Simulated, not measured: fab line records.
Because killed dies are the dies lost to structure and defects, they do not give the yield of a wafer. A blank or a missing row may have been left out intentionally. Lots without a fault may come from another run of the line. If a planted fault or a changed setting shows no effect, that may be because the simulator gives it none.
fab line records	flow nandHarc
[record] lots = 6	wafers = 18	lastDay = 23
route steps=1159 shown A_CONTACT@947 END@1159
lots with no fault: from the same line, run without faults
startH: hours from the record's first day to the start of the lot's first wafer shown	waitH: hours since the lot's step before	" unchanged from the row above	L1.1+2: one row covering several wafers at once	- no value, or no start was given	* or withheld: withheld	< > ~ a bound
route shown NAME@n: names a module that has steps shown in the file, with the first one's number in the route	usual: mean/standard deviation of fault-free wafers	same: alike in all rows	chamber/n: place in a boat	sites: readings site by site	_std_site: the values' standard deviation	_edge_site: mean of outer sites minus mean of inner sites	radiusMm: how far each site lies from the wafer's centre	mask NAME#n: copy n	behind: tool/chamber where the wafer was last shaped	hold: what put the lot on hold/how long, in hours/how the hold closed	device: which transistor (n, p or np) failed to switch	end of line: the route-end tests of the same wafers	a step given without rows: its recipe and nothing more	killed: not the wafer's yield, but the dies lost to structure and defects at the first sort	map: shows each die of a wafer: x if killed, . if not, _ if none is there
set.NAME: the setting as run; set.NAME@STEP: as run at that earlier step	model.NAME: the simulator's own value behind a step, which no gauge read
lots at some steps of the route; a table a step, a row a wafer
services: a tool's chamber out of use, with start hour (startH, from the record's first day; less than 0 if before it), hours out, and reason
[[steps]]
[step NHARC_A_CONTACT_ETCH_138]
[recipe] sourceW = withheld	pressureMtorr = 20	biasV = 3000	timeS = 132	targetDepthA = 12890	arFlowSccm = withheld	c4f8FlowSccm = withheld	o2FlowSccm = withheld	chemistry = C4F8/O2/Ar
[step NHARC_A_CONTACT_ETCH_139]
[recipe] sourceW = withheld	pressureMtorr = 20	biasV = 400	timeS = 137	targetDepthA = 5900	arFlowSccm = withheld	c4f8FlowSccm = 11.5	o2FlowSccm = 7.2	chemistry = C4F8/O2/Ar
lot.wafer	tool	chamber	startH	waitH	rfHoursCounterH
L686.2	harCapEtch-03	1	391.10	0.1	82
L686.3	"	0	"	"	-
L686.6	"	1	"	"	-
L687.1	harCapEtch-03	0	396.50	0.2	83
L687.3	"	0	"	"	-
L687.5	"	0	"	"	-
L692.1	harCapEtch-02	0	419.09	0.1	19
L692.2	"	1	"	"	19
L692.3	"	0	"	"	-
L701.2	harCapEtch-02	1	476.99	0.1	31
L701.4	"	0	"	"	-
L701.5	"	1	"	"	-
L703.2	harCapEtch-01	1	485.12	0.1	77
L703.1	"	0	"	"	77
L703.5	"	0	"	"	-
L706.3	harCapEtch-01	0	509.24	0.2	-
L706.5	"	1	"	"	-
L706.6	"	0	"	"	-
[step NHARC_A_CONTACT_ETCH_92]
[recipe] targetDepthA = 400	overEtchFrac = 0.5	timeS = 85.7	ionEnergyEv = 120	ch3fFlowSccm = 50	o2FlowSccm = 30	arFlowSccm = 200	rfW = 500	biasW = 100	chemistry = CH3F/O2
[usual] drypumpMotorCurrentA = 5.4/0.46	mfcArSccm = 200.0/0.58	oesProductAu = 0.942/0.029	rfVppV = 244.2/1.5	showerheadPlenumPTorr = 2.45/0.088	throttleValvePct = 20.664/0.0096
lot.wafer	tool	chamber	startH	waitH	drypumpMotorCurrentA	mfcArSccm	oesProductAu	rfHoursCounterH	rfVppV	showerheadPlenumPTorr	throttleValvePct
L686.2	rieDiel-02	0	391.46	0.3	6.0	198.9	0.933	18	243.6	2.41	20.681
L686.3	"	1	"	"	5.5	200.5	0.947	18	245.5	2.49	20.664
L686.6	"	1	"	"	5.5	200.3	0.948	-	243.8	2.48	20.659
L687.3	rieDiel-12	1	396.92	0.3	4.7	200.3	0.935	2	245.1	2.57	20.680
L687.1	"	0	"	"	5.5	200.2	0.925	2	245.4	2.44	20.670
L687.5	"	1	"	"	4.7	200.1	0.932	-	246.1	2.57	20.675
L692.2	rieDiel-02	1	419.49	0.3	5.5	200.3	0.942	28	245.3	2.48	20.672
L692.3	"	2	"	"	5.2	199.6	0.918	28	246.3	2.65	20.659
L692.1	"	0	"	"	6.0	199.6	0.928	26	243.9	2.41	20.667
L701.4	rieDiel-04	0	477.40	0.3	5.6	200.9	0.993	1	244.8	2.43	20.668
L701.2	"	3	"	"	5.3	200.7	1.006	1	242.0	2.33	20.667
L701.5	"	1	"	"	5.0	200.1	1.012	-	244.5	2.43	20.660
L703.2	rieDiel-02	3	485.53	0.4	5.4	200.1	0.944	47	244.1	2.44	20.677
L703.1	"	2	"	"	5.2	199.7	0.951	54	248.4	2.64	20.669
L703.5	"	0	"	"	5.9	200.0	0.946	-	243.2	2.40	20.656
L706.3	rieDiel-12	0	509.58	0.3	5.5	198.8	0.910	23	243.8	2.44	20.687
L706.5	"	1	"	"	4.7	200.0	0.920	-	246.8	2.57	20.668
L706.6	"	2	"	"	5.2	199.8	0.918	-	244.2	2.40	20.669
[step NHARC_A_CONTACT_ETCH_98]
[recipe] targetDepthA = 200	overEtchFrac = 0.5	timeS = 10	ionEnergyEv = 250	c4f6FlowSccm = 25	o2FlowSccm = 20	arFlowSccm = 500	rfW = 600	biasW = 500	chemistry = C4F6/O2
[usual] drypumpMotorCurrentA = 5.4/0.45	mfcArSccm = 500.2/1.7	oesProductAu = 0.965/0.023	rfVppV = 546.6/2.9	showerheadPlenumPTorr = 3.91/0.13	throttleValvePct = 26.904/0.0096
lot.wafer	tool	chamber	startH	waitH	drypumpMotorCurrentA	mfcArSccm	oesProductAu	rfHoursCounterH	rfVppV	showerheadPlenumPTorr	throttleValvePct
L686.3	rieDiel-02	2	-	-	5.2	503.4	0.976	17	552.3	4.22	26.922
L686.2	"	3	"	"	5.4	500.7	0.974	13	546.6	3.91	26.913
L686.6	"	3	"	"	5.4	499.8	0.977	-	546.7	3.91	26.892
L687.3	rieDiel-12	0	-	-	5.5	502.0	0.938	2	546.6	3.90	26.895
L687.1	"	1	"	"	4.7	503.4	0.956	2	550.5	4.10	26.903
L687.5	"	1	"	"	4.7	503.7	0.961	-	549.2	4.10	26.907
L692.2	rieDiel-02	2	-	-	5.2	496.8	0.966	28	553.2	4.21	26.899
L692.1	"	3	"	"	5.4	499.2	0.960	23	546.5	3.91	26.918
L692.3	"	0	"	"	6.0	500.0	0.976	27	544.4	3.85	26.919
L701.4	rieDiel-04	2	-	-	5.9	502.3	1.021	1	546.0	3.84	26.899
L701.2	"	0	"	"	5.6	500.6	1.004	1	546.5	3.87	26.894
L701.5	"	3	"	"	5.3	498.4	1.000	-	541.8	3.72	26.909
L703.1	rieDiel-02	1	-	-	5.5	502.3	0.937	53	548.0	3.94	26.909
L703.2	"	2	"	"	5.2	500.5	0.938	54	552.3	4.19	26.904
L703.5	"	0	"	"	6.0	497.8	0.953	-	543.6	3.83	26.898
L706.3	rieDiel-12	0	-	-	5.5	501.6	0.937	23	545.7	3.89	26.906
L706.5	"	3	"	"	6.2	501.6	0.945	-	541.4	3.74	26.916
L706.6	"	0	"	"	5.5	499.6	0.929	-	545.9	3.89	26.892
[step NHARC_A_CONTACT_CD_MEAS_15]
[usual] cdNm = 89.7/0.57
lot.wafer	tool	chamber	startH	waitH	cdNm
L686.2	cdSem-02	-	391.70	-	88.6
L686.3	"	-	"	"	89.3
L686.6	"	-	"	"	89.2
L687.1	cdSem-02	-	397.14	-	90.0
L687.3	"	-	"	"	89.4
L687.5	"	-	"	"	89.8
L692.1	cdSem-02	-	419.71	-	89.4
L692.2	"	-	"	"	90.6
L692.3	"	-	"	"	89.8
L701.2	cdSem-01	-	477.62	-	88.6
L701.4	"	-	"	"	89.1
L701.5	"	-	"	"	88.6
L703.1	cdSem-03	-	485.74	-	89.4
L703.2	"	-	"	"	90.2
L703.5	"	-	"	"	89.5
L706.3	cdSem-02	-	509.79	-	89.8
L706.5	"	-	"	"	89.2
L706.6	"	-	"	"	89.9
[step NHARC_A_CONTACT_STRIP_107]
[recipe] n2FlowSccm = 150	h2FlowSccm = 150	arFlowSccm = 0	biasW = 0	chemistry = N2/H2
[step NHARC_A_CONTACT_STRIP_108]
[recipe] cf4FlowSccm = 100	chf3FlowSccm = 30	arFlowSccm = 0	biasW = 0	chemistry = CF4/CHF3
[step NHARC_A_CONTACT_STRIP_109]
[recipe] o2FlowSccm = 400	cosFlowSccm = 20	arFlowSccm = 0	biasW = 0	chemistry = O2/COS
[step NHARC_A_CONTACT_ETCH_110]
[recipe] targetDepthA = 500	overetchA = 50	timeS = 27.5	ionEnergyEv = 100	cf4FlowSccm = 80	o2FlowSccm = 20	arFlowSccm = 0	rfW = 300	biasW = 100	chemistry = CF4/O2
[usual] drypumpMotorCurrentA = 5.4/0.46	mfcArSccm = 0.010/0.013	oesProductAu = 1.004/0.011	rfVppV = 197.6/1.4	showerheadPlenumPTorr = 1.32/0.046	throttleValvePct = 13.398/0.0095
lot.wafer	tool	chamber	startH	waitH	drypumpMotorCurrentA	mfcArSccm	oesProductAu	rfHoursCounterH	rfVppV	showerheadPlenumPTorr	throttleValvePct
L686.2	rieDiel-12	0	391.99	0.1	5.5	0.009	0.993	0	199.3	1.33	13.411
L686.3	"	2	"	"	5.2	0	0.998	0	195.9	1.31	13.397
L686.6	"	3	"	"	6.2	0	0.997	-	198.3	1.27	13.401
L687.1	rieDiel-12	1	397.44	0.1	4.7	0	1.001	2	200.8	1.40	13.399
L687.3	"	2	"	"	5.2	0	1.016	1	197.8	1.31	13.409
L687.5	"	3	"	"	6.2	0	1.006	-	196.7	1.27	13.393
L692.2	rieDiel-12	3	420.00	0.1	6.2	0	1.000	5	197.1	1.27	13.393
L692.3	"	0	"	"	5.5	0.009	0.994	5	198.0	1.33	13.396
L692.1	"	1	"	"	4.7	0	0.991	5	198.0	1.40	13.394
L701.4	rieDiel-04	1	477.97	0.1	4.9	0.033	1.009	1	197.1	1.32	13.387
L701.2	"	2	"	"	5.8	0.017	1.028	1	197.4	1.30	13.409
L701.5	"	3	"	"	5.2	0	1.003	-	195.2	1.26	13.402
L703.1	rieDiel-12	1	486.49	0.1	4.7	0	0.989	20	200.5	1.39	13.397
L703.2	"	0	"	"	5.5	0.009	0.985	18	197.4	1.32	13.407
L703.5	"	1	"	"	4.7	0	0.991	-	199.4	1.39	13.395
L706.3	rieDiel-12	3	510.11	0.1	6.1	0	0.988	24	195.2	1.27	13.407
L706.5	"	2	"	"	5.2	0	1.013	-	196.6	1.30	13.393
L706.6	"	3	"	"	6.2	0	0.981	-	197.9	1.27	13.415
[step NHARC_A_CONTACT_STRIP_26]
[recipe] o2FlowSccm = 500	arFlowSccm = 0	biasW = 0	chemistry = O2
[usual] drypumpMotorCurrentA = 5.4/0.46	mfcArSccm = 0.010/0.013	oesProductAu = 1.006/0.01	rfVppV = 57.6/0.9	showerheadPlenumPTorr = 3.50/0.11	throttleValvePct = 17.037/0.0094
lot.wafer	tool	chamber	startH	waitH	drypumpMotorCurrentA	mfcArSccm	oesProductAu	rfHoursCounterH	rfVppV	showerheadPlenumPTorr	throttleValvePct
L686.2	rieDiel-12	0	-	-	5.5	0.009	0.999	0	56.6	3.51	17.029
L686.3	"	2	"	"	5.2	0	1.008	0	54.9	3.45	17.024
L686.6	"	0	"	"	5.5	0.009	1.014	-	58.5	3.51	17.045
L687.1	rieDiel-12	0	-	-	5.5	0.009	0.988	2	57.7	3.51	17.034
L687.3	"	1	"	"	4.7	0	1.006	2	59.0	3.69	17.030
L687.5	"	3	"	"	6.2	0	0.991	-	57.3	3.37	17.053
L692.1	rieDiel-12	3	-	-	6.2	0	0.992	5	57.1	3.37	17.052
L692.3	"	0	"	"	5.5	0.009	0.992	5	57.0	3.51	17.034
L692.2	"	1	"	"	4.7	0	0.994	5	58.4	3.69	17.028
L701.4	rieDiel-04	0	-	-	5.6	0.019	1.003	1	58.6	3.48	17.042
L701.2	"	3	"	"	5.3	0	1.018	1	58.0	3.34	17.041
L701.5	"	1	"	"	4.9	0.033	1.027	-	60.0	3.49	17.044
L703.2	rieDiel-12	0	-	-	5.5	0.009	1.000	18	58.3	3.50	17.032
L703.1	"	1	"	"	4.7	0	0.999	20	57.4	3.68	17.039
L703.5	"	3	"	"	6.2	0	0.992	-	56.8	3.36	17.047
L706.3	rieDiel-12	2	-	-	5.2	0	1.002	25	58.6	3.44	17.034
L706.5	"	2	"	"	5.2	0	1.009	-	57.6	3.44	17.033
L706.6	"	3	"	"	6.1	0	0.990	-	57.7	3.36	17.040
[step NHARC_A_CONTACT_STRIP_27]
[recipe] timeS = 600	tempC = 30	chemistry = postEtchResidueRemover
[step NHARC_A_CONTACT_ALD_18]
[recipe] targetThkA = 30	pulseTimeS = 1	aldCycles = 150	tempC = 450	material = TiN
[step NHARC_A_CONTACT_CVD_19]
[recipe] targetThkA = 3000	tempC = 300	pressureTorr = 40	wf6FlowSccm = 40	h2FlowSccm = 1600	arFlowSccm = 1560	timeS = 802	material = W
[usual] heaterPowerW = 488/15	mfcArSccm = 1561/4.7	throttleValvePct = 7.89/0.23
lot.wafer	tool	chamber	startH	waitH	heaterPowerW	mfcArSccm	throttleValvePct
L686.2	cvdW-02	0	396.84	-	475	1564	7.87
L686.3	"	0	"	"	460	1561	7.64
L686.6	"	0	"	"	458	1565	7.49
L687.1	cvdW-01	0	398.61	-	496	1566	8.03
L687.3	"	1	"	"	490	1561	7.68
L687.5	"	1	"	"	489	1570	7.70
L687.1	cvdW-01	0	399.62	0.9	499	1555	8.22
L687.3	"	1	"	"	478	1571	7.69
L687.5	"	1	"	"	468	1577	7.97
L692.2	cvdW-02	0	424.36	-	463	1559	7.65
L692.1	"	1	"	"	496	1564	7.91
L692.3	"	1	"	"	475	1562	7.82
L692.2	cvdW-02	0	427.96	3.5	461	1550	7.68
L692.1	"	1	"	"	481	1558	7.74
L692.3	"	1	"	"	474	1558	7.93
L701.2	cvdW-02	1	481.70	-	496	1553	8.01
L701.4	"	1	"	"	478	1555	7.80
L701.5	"	1	"	"	500	1559	7.76
L703.1	cvdW-02	0	488.56	-	470	1560	7.77
L703.2	"	1	"	"	493	1556	7.89
L703.5	"	0	"	"	463	1554	7.93
L706.3	cvdW-02	1	511.33	-	509	1565	7.95
L706.6	"	0	"	"	468	1561	7.67
L706.5	"	1	"	"	496	1565	8.09
[step NHARC_A_CONTACT_CMP_20]
[recipe] tOverpolishS = 30	targetThkNm = 300
[usual] motorCurrentA = 12.2/1.5	overpolishRunS = 30.001/0.0084	timeToEndpointS = 59.0/2.8
lot.wafer	tool	chamber	startH	waitH	motorCurrentA	overpolishRunS	timeToEndpointS
L686.3	cmp-01	0	397.78	0.6	14.2	30.001	62.6
L686.2	"	1	"	"	12.6	29.992	60.2
L686.6	"	3	"	"	10.7	30.004	62.9
L687.1	cmp-01	0	400.67	0.9	14.2	29.995	120.8
L687.3	"	1	"	"	12.7	30.006	124.1
L687.5	"	3	"	"	11.4	30.006	119.1
L692.1	cmp-04	0	429.02	0.8	12.8	29.982	115.3
L692.2	"	1	"	"	8.5	29.998	115.0
L692.3	"	3	"	"	10.9	30.005	116.7
L701.2	cmp-01	0	482.51	0.7	14.2	29.991	55.7
L701.4	"	1	"	"	11.4	30.005	58.1
L701.5	"	0	"	"	14.8	29.997	55.2
L703.1	cmp-03	3	489.50	0.8	11.0	30.001	56.4
L703.2	"	0	"	"	12.6	30.002	59.0
L703.5	"	2	"	"	12.8	30.010	58.1
L706.3	cmp-04	1	511.92	0.5	8.5	29.994	57.1
L706.5	"	2	"	"	12.0	29.998	58.6
L706.6	"	3	"	"	10.8	29.999	59.3
[step NHARC_END_SORT_01]
[recipe] tempC = 25
[usual] killedAtArray = 27/11	killedAtOther = 0.7/1.1	killedAtPeriphery = 3.4/2.1	killedDies = 31/12	killedOpen = 3.6/2	killedShort = 2.0/1.3
[same] grossDies = 677
lot.wafer	tool	chamber	startH	waitH	killedAtArray	killedAtOther	killedAtPeriphery	killedDies	killedOpen	killedShort
L687.1	prober-02	0	458.49	2.5	14	0	6	20	3	3
L687.3	prober-02	0	460.09	3.1	9	0	1	10	2	0
L687.5	prober-02	0	461.69	3.7	15	0	2	17	1	2
L692.1	prober-02	0	482.85	2.5	11	0	5	16	1	1
L692.3	prober-02	0	484.47	3.1	16	0	2	18	3	3
// killed by level:class
L687.1 A_CONTACT:chamberFilmFlake=3 P_GATE:chamberFilmFlake=2 P_CONTACT:chamberFilmFlake=2 A_STAIRCASE:chamberFilmFlake=2 A_SLIT:chamberFilmFlake=2 P_CONTACT:geometricParticle:short=1 P_M2:geometricParticle:open=1 A_CHANNEL_FILL_D1:geometricParticle:short=1
L687.3 A_SLIT:chamberFilmFlake=3 A_CONTACT:chamberFilmFlake=2 P_M1:geometricParticle:open=1 A_CONTACT:geometricParticle:open=1 A_CHANNEL_HOLE_D1:chamberFilmFlake=1 A_CHANNEL_FILL_D1:chamberFilmFlake=1 A_STAIRCASE:chamberFilmFlake=1
L687.5 A_SLIT:chamberFilmFlake=4 A_CHANNEL_FILL_D1:chamberFilmFlake=3 A_CHANNEL_HOLE_D1:chamberFilmFlake=2 A_STAIRCASE:chamberFilmFlake=2 A_CONTACT:chamberFilmFlake=2 P_CONTACT:geometricParticle:open=1 A_WL_FILL:geometricParticle:short=1 A_M0:geometricParticle:short=1
L692.1 A_STAIRCASE:chamberFilmFlake=5 P_GATE:chamberFilmFlake=3 A_WL_FILL:chamberFilmFlake=2 A_BLC:chamberFilmFlake=2 P_GATE:geometricParticle:open=1 A_CHANNEL_FILL_D1:geometricParticle:short=1 P_STI:chamberFilmFlake=1 A_ZERO_WELL:chamberFilmFlake=1
L692.3 A_BLC:chamberFilmFlake=6 A_CHANNEL_HOLE_D1:chamberFilmFlake=2 A_STAIRCASE:chamberFilmFlake=2 P_M2:geometricParticle:open=1 A_CHANNEL_FILL_D1:geometricParticle:short=1 A_WL_FILL:geometricParticle:short=1 A_CONTACT:geometricParticle:open=1 A_CONTACT:geometricParticle:short=1
[[services]]
tool	chamber	startH	hours	kind
cmp-01	-	375.50	4.0	pm
rieDiel-12	1	377.90	11.2	repair
cvdW-02	-	379.10	13.0	pm
rieDiel-12	-	379.40	9.0	pm
cmp-01	-	385.68	0.8	repair
cmp-01	-	394.23	0.4	repair
cmp-04	-	399.14	4.0	pm
cmp-04	-	431.21	12.0	repair
cmp-03	-	448.74	0.3	repair
cmp-03	-	450.02	4.0	pm
cmp-01	-	453.25	4.0	repair
cmp-03	-	460.70	5.9	repair
rieDiel-04	-	465.99	9.0	pm
cmp-01	-	468.75	3.8	repair
rieDiel-02	1	476.65	8.6	repair
cvdW-01	-	481.51	13.0	pm
cmp-03	-	482.16	1.9	repair
rieDiel-04	1	482.68	7.7	repair
cmp-04	-	484.82	4.7	repair
harCapEtch-01	-	485.99	0.2	repair
rieDiel-04	0	495.01	1.6	repair
cmp-04	-	497.16	4.0	pm
rieDiel-04	2	505.53	21.7	repair
rieDiel-02	-	505.76	9.0	pm
[[key]]
[firstSign] step = NHARC_A_CONTACT_CVD_19	reading = visit	direction = added
[effect] step = NHARC_A_CONTACT_CMP_20	reading = timeToEndpointS	direction = up	sigmas = 21	usual = *	struck = *
metAt NHARC_A_CONTACT_CVD_19
struckWafers L687.1,L687.3,L687.5,L692.1,L692.2,L692.3
rowsEnd L692.2
testerLeftOut L687,L692
[fault] kind = repeatedStepWhole	tool = cvdW-01,cvdW-02	chamber = -	onsetH = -	steps = NHARC_A_CONTACT_CVD_19	times = 1	scope = struckLotsOnly
// testerLeftOut: of these lots the tester's yield and bins aren't shown, on N5 and GAA mostly nor the transistor test; their killed dies are dies lost to structure and defects alone, not to doping, threshold or leakage, so they don't give the yield
// rowsEnd: these wafers met a further fault down the route, and their rows from its step on are left out
